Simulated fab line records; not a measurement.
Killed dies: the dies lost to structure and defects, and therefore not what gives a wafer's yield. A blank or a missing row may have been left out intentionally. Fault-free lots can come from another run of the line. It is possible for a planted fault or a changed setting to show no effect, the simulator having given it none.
Matching of chambers    flow n5_finfet    N5_BEOL_M10_ETCH_62 on rie_diel-01: 4 sister chambers
The step etches SOC in N2/H2, target depth 110 nm, overetch 22 nm, time 165 s. 16 wafers are shown with their chamber, then 8 later ones without.

## EACH WAFER AND ITS CHAMBER
wafer   chamber  oes_product_au (a.u.)  throttle_valve_pct (%)  showerhead_plenum_p_Torr (Torr)
L075.2  3        0.57                   18.05                   2.60
L075.3  0        0.71                   17.63                   2.55
L075.5  2        0.74                   17.63                   2.59
L076.1  2        0.74                   17.65                   2.59
L076.2  3        0.57                   18.04                   2.60
L076.4  0        0.71                   17.62                   2.55
L077.4  0        0.70                   17.62                   2.55
L077.5  3        0.57                   18.05                   2.60
L077.6  2        0.75                   17.64                   2.59
L079.2  2        0.73                   17.64                   2.59
L079.3  1        0.68                   17.74                   2.54
L079.4  0        0.70                   17.63                   2.55
L083.4  0        0.69                   17.65                   2.55
L083.5  2        0.73                   17.69                   2.58
L083.6  1        0.68                   17.78                   2.53
L084.2  2        0.72                   17.69                   2.58

SIGNATURES (means of the wafers above)
reading                   chamber 0  chamber 1  chamber 2  chamber 3  scatter within a chamber
oes_product_au            0.7020     0.6800     0.7350     0.5700     0.00832
throttle_valve_pct        17.6300    17.7600    17.6567    18.0467    0.0204
showerhead_plenum_p_Torr  2.5500     2.5350     2.5867     2.6000     0.00391
Rule: for each reading, subtract the chamber's mean from the wafer's reading, divide by that reading's scatter and square the result; add these up over the readings and take the root, which gives the wafer's distance from the chamber. If the next closest chamber is less than 2 further off than the closest, the wafer can't be placed; otherwise it belongs to the closest. The scatter: the root of (the sum of the squares of (reading less its chamber's mean) over the shown wafers, divided by (wafers less chambers)).

## WAFERS WITHOUT THEIR CHAMBER
wafer   oes_product_au (a.u.)  throttle_valve_pct (%)  showerhead_plenum_p_Torr (Torr)
L084.4  0.69                   17.68                   2.54
L084.6  0.72                   17.70                   2.58
L089.4  0.72                   17.68                   2.58
L089.5  0.71                   17.70                   2.58
L089.6  0.80                   17.71                   2.60
L090.1  0.79                   17.70                   2.60
L090.2  0.71                   17.71                   2.58
L090.3  0.68                   17.68                   2.54

## EACH ONE'S CHAMBER
wafer    from the rows above       in truth
L084.4   can't be placed: 0 or 1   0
L084.6   2                         2
L089.4   2                         2
L089.5   2                         2
L089.6   2                         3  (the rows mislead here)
L090.1   2                         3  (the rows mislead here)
L090.2   2                         2
L090.3   can't be placed: 1 or 0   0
4 of 8 placed correctly. Can't be placed from these rows: 2 (the true chamber is among the candidates in 2). Wrongly placed: 2.
